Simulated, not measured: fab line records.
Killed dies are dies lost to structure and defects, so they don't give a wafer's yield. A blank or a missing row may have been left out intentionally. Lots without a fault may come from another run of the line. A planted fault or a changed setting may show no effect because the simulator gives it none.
Comparing a struck lot with a sound one + flow nand harc + 40 steps out of a route of 1159
Sound: the wafers L622.1, L622.3, L622.4. Struck: wafer L611.5. (L611.3, L611.6 of the same lot were not struck and are left out.) The cause comes at the end.
Per side, at each step with rows, come the tool, then ch with its chambers, and then its first start. Under that, the readings that differ: sound wafers + struck wafers + difference of the means + sigmas: that difference in standard deviations of wafers without a fault.
alike: words and numbers the same on both sides, and readings whose means are apart by under 2 such deviations; not compared: readings that were withheld, readings missing a value for some wafer, numbers with overlapping values and no deviation given by the record, and bounds like >300 which may hide the same value.
The two part at a step that has a row with sigmas, a row that says differs or no value, or rows on one side only. Numbers that have no deviation but don't overlap get no sigmas and don't part them. A reading that every wafer of one side lacks parts them only if that side has two wafers or more.

first, 7 steps without rows for these wafers: NHARC_A_STAIRCASE_DESCUM_219 (chemistry O2, time 3 s); NHARC_A_STAIRCASE_TRIM_220 (chemistry O2, time 211.2 s); NHARC_A_STAIRCASE_ETCH_221 (etches the open film in C4F8/O2, target depth 100 nm, time 40.5 s); NHARC_A_STAIRCASE_TRIM_222 (chemistry O2, time 211.2 s); NHARC_A_STAIRCASE_ETCH_223 (etches the open film in C4F8/O2, target depth 100 nm, time 40.5 s); NHARC_A_STAIRCASE_TRIM_224 (chemistry O2, time 211.2 s); NHARC_A_STAIRCASE_ETCH_225 (etches the open film in C4F8/O2, target depth 100 nm, time 40.5 s).
NHARC_A_STAIRCASE_TRIM_226: chemistry O2, time 211.2 s.
  sound: rie diel-10 ch 0,2,3; struck: rie diel-10 ch 2
  alike: drypump motor current A, oes product au, rf vpp V, showerhead plenum p Torr, throttle valve pct
  not compared: rf hours counter h
then, 3 steps without rows for these wafers: NHARC_A_STAIRCASE_ETCH_227 (etches the open film in C4F8/O2, target depth 100 nm, time 40.5 s); NHARC_A_STAIRCASE_TRIM_229 (chemistry O2, time 211.2 s); NHARC_A_STAIRCASE_ETCH_230 (etches the open film in C4F8/O2, target depth 100 nm, time 40.5 s).
NHARC_A_STAIRCASE_TRIM_231: chemistry O2, time 211.2 s.
  sound on rie diel-05 ch 1,2,3, day 16 05:24; struck on rie diel-10 ch 3, day 13 22:04
  alike: drypump motor current A, oes product au, rf vpp V, showerhead plenum p Torr, throttle valve pct
  not compared: rf hours counter h
NHARC_A_STAIRCASE_ETCH_232: etches the open film in C4F8/O2, target depth 100 nm, time 40.5 s.
  sound: rie diel-05 ch 0,1,2; struck: rie diel-10 ch 1
  alike: oes product au, rf vpp V
  not compared: rf hours counter h
NHARC_A_STAIRCASE_TRIM_233: chemistry O2, time 211.2 s.
  sound: rie diel-05 ch 0,1,3; struck: rie diel-10 ch 2
| reading               | sound             | struck | difference | sigmas |
|-----------------------|-------------------|--------|------------|--------|
| oes product au (a.u.) | 1.000 0.987 0.999 | 1.011  | +0.016     | +2     |
  alike: drypump motor current A, rf vpp V, showerhead plenum p Torr, throttle valve pct
  not compared: rf hours counter h
then, 16 steps without rows for these wafers: NHARC_A_STAIRCASE_ETCH_234 (etches the open film in C4F8/O2, target depth 100 nm, time 40.5 s); NHARC_A_STAIRCASE_TRIM_235 (chemistry O2, time 211.2 s); NHARC_A_STAIRCASE_ETCH_236 (etches the open film in C4F8/O2, target depth 100 nm, time 40.5 s); NHARC_A_STAIRCASE_STRIP_238 (strips in O2); NHARC_A_STAIRCASE_STRIP_239 (strips in SPM, time 900 s); NHARC_A_STAIRCASE_PRECLEAN_240 (cleans in SC1); NHARC_A_STAIRCASE_SRD_241; NHARC_A_STAIRCASE_DEHYDRATE_242 (time 120 s); NHARC_A_STAIRCASE_HMDS_243 (time 30 s); NHARC_A_STAIRCASE_COAT_244; NHARC_A_STAIRCASE_SOFTBAKE_245 (time 170 s); NHARC_A_STAIRCASE_EBR_246; NHARC_A_STAIRCASE_EXPOSE_247 (exposes mask SDS 1); NHARC_A_STAIRCASE_PEB_248 (peb time 130 s); NHARC_A_STAIRCASE_DEVELOP_249 (time 140 s); NHARC_A_STAIRCASE_HARDBAKE_251 (time 140 s).
NHARC_A_STAIRCASE_DESCUM_252: chemistry O2, time 3 s.
  sound on rie diel-05 ch 0,1,2, day 16 08:05; struck on rie diel-01 ch 2, day 14 01:52
  alike: drypump motor current A, oes product au, rf vpp V, showerhead plenum p Torr, throttle valve pct
  not compared: rf hours counter h
then, 6 steps without rows for these wafers: NHARC_A_STAIRCASE_ETCH_253 (etches the open film in C4F8/O2, target depth 50 nm, time 20.2 s); NHARC_A_STAIRCASE_STRIP_254 (strips in O2); NHARC_A_STAIRCASE_STRIP_255 (strips in SPM, time 900 s); NHARC_A_STAIRCASE_PRECLEAN_256 (cleans in SC1); NHARC_A_STAIRCASE_SRD_257; NHARC_A_STAIRCASE_HM_DEP_456 (deposits aC, target thk 1500 nm).
NHARC_A_STAIRCASE_DEP_259: deposits SiON, target thk 30 nm.
  sound on pecvd-01 ch 0,2, day 16 14:40; struck on pecvd-01 ch 0, day 14 05:17
  alike: heater power w, susceptor temp C
then, 1 step without rows for these wafers: NHARC_A_STAIRCASE_DEHYDRATE_281 (time 120 s).
-- break in the record here, with 8 days between the starts of the struck wafers on either side (left off in module A_STAIRCASE, picked up again in module END, where the first step shown is number 1159 on the route) --
NHARC_END_SORT_01:
  at this point the record logs the struck wafers (prober-01 ch 0, day 22 01:58) and has no rows for the sound ones

== WHERE THEY PART ==
First at NHARC_A_STAIRCASE_TRIM_233; last, within this record, at NHARC_END_SORT_01.

WHY: whatever the simulator had introduced
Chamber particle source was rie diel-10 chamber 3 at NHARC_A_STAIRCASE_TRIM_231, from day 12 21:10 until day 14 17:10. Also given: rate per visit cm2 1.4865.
